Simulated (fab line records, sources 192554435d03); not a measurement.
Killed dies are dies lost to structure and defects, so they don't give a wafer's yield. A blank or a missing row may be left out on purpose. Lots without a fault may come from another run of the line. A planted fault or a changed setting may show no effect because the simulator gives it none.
Chamber matching | flow n5_finfet | N5_HKMG_FIN_ETCH_31 on rie_diel-05: 4 sister chambers
The step etches SiARC in CF4, target depth 45.5 nm, time 75.8 s. 4 wafers are shown with their chamber, then 9 later ones without.

WAFERS WITH THEIR CHAMBER
wafer  | chamber | showerhead_plenum_p_Torr (Torr)
L085.5 | 0       | 2.26
L087.4 | 3       | 2.04
L089.2 | 1       | 2.11
L089.6 | 2       | 2.25

WAFERS WITHOUT THEIR CHAMBER
wafer  | showerhead_plenum_p_Torr (Torr)
L094.1 | 2.24
L094.4 | 2.25
L094.5 | 2.25
L095.1 | 2.24
L095.4 | 2.10
L095.6 | 2.24
L096.3 | 2.10
L096.5 | 2.03
L096.6 | 2.25

WHICH CHAMBER EACH WENT THROUGH
wafer  | from the rows above     | in truth
L094.1 | can't be placed: 2 or 0 | 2
L094.4 | can't be placed: 2 or 0 | 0
L094.5 | can't be placed: 2 or 0 | 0
L095.1 | can't be placed: 2 or 0 | 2
L095.4 | 1                       | 1
L095.6 | can't be placed: 2 or 0 | 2
L096.3 | 1                       | 1
L096.5 | 3                       | 3
L096.6 | can't be placed: 2 or 0 | 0
Placed correctly: 3 of 9. Can't be placed from these rows: 6 (the true chamber is among the candidates in 6). Placed wrongly: 0.
How it was worked out, from the rows above alone: a wafer's distance from a chamber is the root of the sum, over the readings, of the square of ((its reading less the chamber's mean) divided by the reading's scatter). The wafer belongs to the nearest chamber; if the next one is less than 2 further off, it can't be placed. A chamber's mean is the mean of its shown wafers. The scatter: with one shown wafer a chamber, the root of the mean of the squares of how far each hidden wafer lies from its nearest shown one.
